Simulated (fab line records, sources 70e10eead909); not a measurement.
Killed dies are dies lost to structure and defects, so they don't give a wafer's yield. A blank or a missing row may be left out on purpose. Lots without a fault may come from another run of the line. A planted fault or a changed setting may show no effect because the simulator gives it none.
Problem report in the 8D (eight disciplines) form, filled by code | flow nand_harc | the parts of the form that need people (team, actions taken, sign-off) are left out

1. THE PROBLEM
exposure_dose_mJ_cm2 at NHARC_THIN_TSV_EXPOSE_09 reads a mean of 28.43 on 6 wafers of 2 lots; wafers without a fault read 30.65 with a standard deviation of 0.031. That is -72 standard deviations from the usual mean.
The step: exposes mask TSV.
First seen on wafer L106.1, day 28 05:13, on krf_scanner-02. The record holds 33 wafers of 11 lots with a number at this step. Rule for "out", or "out of limits": more than 4 standard deviations from the usual mean. The other wafers with a number count as sound.

2. WHAT IT IS AND WHAT IT IS NOT
question                    | is                     | is not
which readings at this step | exposure_dose_mJ_cm2   | stage_vel_mm_s
which lots                  | L106, L107             | L110, L111, L112, L113, L114, L116, L118, L119, L997
which wafers of those lots  | all that have a number | -
read on which tools         | krf_scanner-02         | krf_scanner-01, krf_scanner-03
when                        | from day 28 05:13      | up to then (3 sound wafers); but 24 sound wafers of L110, L111, L112, L113, L114, L116, L118, L119 came after

3. SUSPECTS, AND WHAT RULES EACH OUT
Counting: a tool at a process step up to the reading stays a suspect if it ran every lot that is out and no sound lot after the first of them.
- krf_scanner-02 at NHARC_THIN_TSV_EXPOSE_09 (exposes mask TSV): kept. It ran every lot that is out, first L106 (day 28 05:13), and no sound lot after that. Its own readings are out on those wafers: exposure_dose_mJ_cm2.
Left after counting: krf_scanner-02 at NHARC_THIN_TSV_EXPOSE_09.

4. THE CAUSE (what the simulator had put in)
Process parameter drift: krf_scanner-02, from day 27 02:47 on, at NHARC_THIN_TSV_EXPOSE_09. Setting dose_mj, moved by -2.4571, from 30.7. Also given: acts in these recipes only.
Counting left only this tool.

5. THE CHAIN OF EFFECTS, in route order
Each row: a reading whose mean over the struck wafers that have a number lies more than 3 standard deviations from the usual. Only readings for which the record gives a usual standard deviation are gone through. hours: the time from each lot's start at the first step in this table that gives one to its start at this step, as a median over the lots. sigmas: the change in usual standard deviations.
hours | step                     | reading              | usual | on struck wafers | change | sigmas
0     | NHARC_THIN_TSV_EXPOSE_09 | exposure_dose_mJ_cm2 | 30.65 | 28.43            | -2.22  | -72
The process steps in it:
- NHARC_THIN_TSV_EXPOSE_09: exposes mask TSV.
Later measuring or inspecting steps at which every struck wafer that the step has a row for has a number for every such reading, and none has moved that far: NHARC_END_SORT_01.

6. WHAT WOULD HAVE CAUGHT IT SOONER
In this record the first reading out of limits was taken at day 28 05:13, 26 hours after the fault began at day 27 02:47.
